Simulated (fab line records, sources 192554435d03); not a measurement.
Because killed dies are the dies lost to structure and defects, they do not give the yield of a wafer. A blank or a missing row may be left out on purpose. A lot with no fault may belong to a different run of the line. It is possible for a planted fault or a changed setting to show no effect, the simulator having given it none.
8D (eight disciplines) problem report, filled in by code    flow n5-finfet    the parts of the form that need people (team, actions taken, sign-off) are left out

1. WHAT WENT WRONG
Mean of killed-at-contacts at N5_PASSIVATION_PROBE_49: 1090 across 2 wafers in 2 lots; on wafers with no fault it is 13 (standard deviation 5.7). So: +99 or more standard deviations from the usual mean.
The first sign was on wafer L642.4 at day 16 17:25, on prober-02. At this step, 4 wafers from 2 lots have a number in the record. The rule behind "out" and "out of limits": a value lying over 4 standard deviations away from the usual mean. Any other wafer with a number is counted as sound.

2. WHAT IT IS, AND WHAT IT ISN'T
question                     is                                                                                                                      is not
which readings at this step  killed-at-contacts, defect-limited-yield, killed-dies, killed-on-rim, sort_bin_5_function, sort-n-pass, sort-yield-pct  killed_at_M0_to_M3, killed_at_M4_up, killed-at-other, killed-open, killed-short, sort_bin_6_memory, sort_bin_8_speed
which lots                   L642, L649                                                                                                              -
which wafers of those lots   L642.4, L649.2                                                                                                          L642.6, L649.5
read on which tools          prober-02                                                                                                               -
when                         from day 16 17:25                                                                                                       up to then (0 sound wafers); but 2 sound wafers of L642, L649 came after

3. THE SUSPECTS, EACH WITH WHAT RULES IT OUT
Counting: if a tool at a process step up to the reading ran every lot that is out, it stays a suspect. Sound lots after the first of them don't rule it out here, since some wafers of a struck lot are sound.
- ald-sin-03 at N5_MOL_CONTACT_COAG_ALD_123 (deposits SiNx, target thk 5 nm, pulse time 1 s, purge time 2 s): kept. It ran every lot that is out, first L642 (day 8 15:22).
- ald-sin-03 at N5_MOL_CONTACT_COAG_ALD_131 (deposits SiO2, target thk 5 nm, pulse time 1 s, co reactant pulse time 1 s): kept. It ran every lot that is out, first L642 (day 8 16:28).
- prober-02 at N5_PASSIVATION_PROBE_49: kept. It ran every lot that is out, first L642 (day 16 17:25). On those wafers its own readings are out: defect-limited-yield, killed-at-contacts, killed-dies, killed-on-rim, sort_bin_5_function, sort-n-pass, sort-yield-pct.
- Within ald-sin-03 at N5_MOL_CONTACT_COAG_ALD_131: the wafers that are out ran in chambers 0, 3; their sound lot-mates ran in chambers 1, 2.
Still standing after the count: ald-sin-03 at N5_MOL_CONTACT_COAG_ALD_123, ald-sin-03 at N5_MOL_CONTACT_COAG_ALD_131, prober-02 at N5_PASSIVATION_PROBE_49.

4. THE CAUSE (what the simulator had put in)
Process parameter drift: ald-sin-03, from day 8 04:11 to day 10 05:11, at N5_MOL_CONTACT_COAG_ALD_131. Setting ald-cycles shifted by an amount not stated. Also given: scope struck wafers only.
Counting left 3 suspects, and this tool is among them.

5. SEQUENCE OF EFFECTS, ordered by route
Each row: a reading where the mean over the struck wafers with a number is more than 3 standard deviations away from the usual. Readings are gone through only where the record gives a usual standard deviation; hours: the median, over the lots, of the time from a lot's start at the first step in this table giving one to that lot's start at this step; sigmas: the change measured in usual standard deviations.
hours  step                     reading               usual   on struck wafers  change  sigmas
0      N5_PASSIVATION_PROBE_49  defect-limited-yield  91.7 %  0.0               -91.7   -61
0      N5_PASSIVATION_PROBE_49  killed-at-contacts    13      1090              +1078   +99 or more
0      N5_PASSIVATION_PROBE_49  killed-dies           98      1180              +1082   +60
0      N5_PASSIVATION_PROBE_49  killed-on-rim         13      152               +139    +39
0      N5_PASSIVATION_PROBE_49  sort_bin_5_function   4.9 %   96.7              +91.8   +99 or more
0      N5_PASSIVATION_PROBE_49  sort-n-pass           1082    0                 -1082   -60
0      N5_PASSIVATION_PROBE_49  sort-yield-pct        91.7 %  0.0               -91.7   -61
It contains these process steps:
- N5_PASSIVATION_PROBE_49

6. HOW IT WOULD HAVE BEEN CAUGHT EARLIER
First out-of-limits reading in this record: day 16 17:25, which is 205 hours after fault onset at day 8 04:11.
An alarm limit of 4 standard deviations would not have fired on the tool readings at N5_MOL_CONTACT_COAG_ALD_131 for which the record gives a usual standard deviation, since none of them was out on any struck wafer.
Each of the lots that are out, 2 in all, had begun N5_MOL_CONTACT_COAG_ALD_131 on ald-sin-03 no later than day 16 17:25. Tool hold at that time: it would have spared none of them.
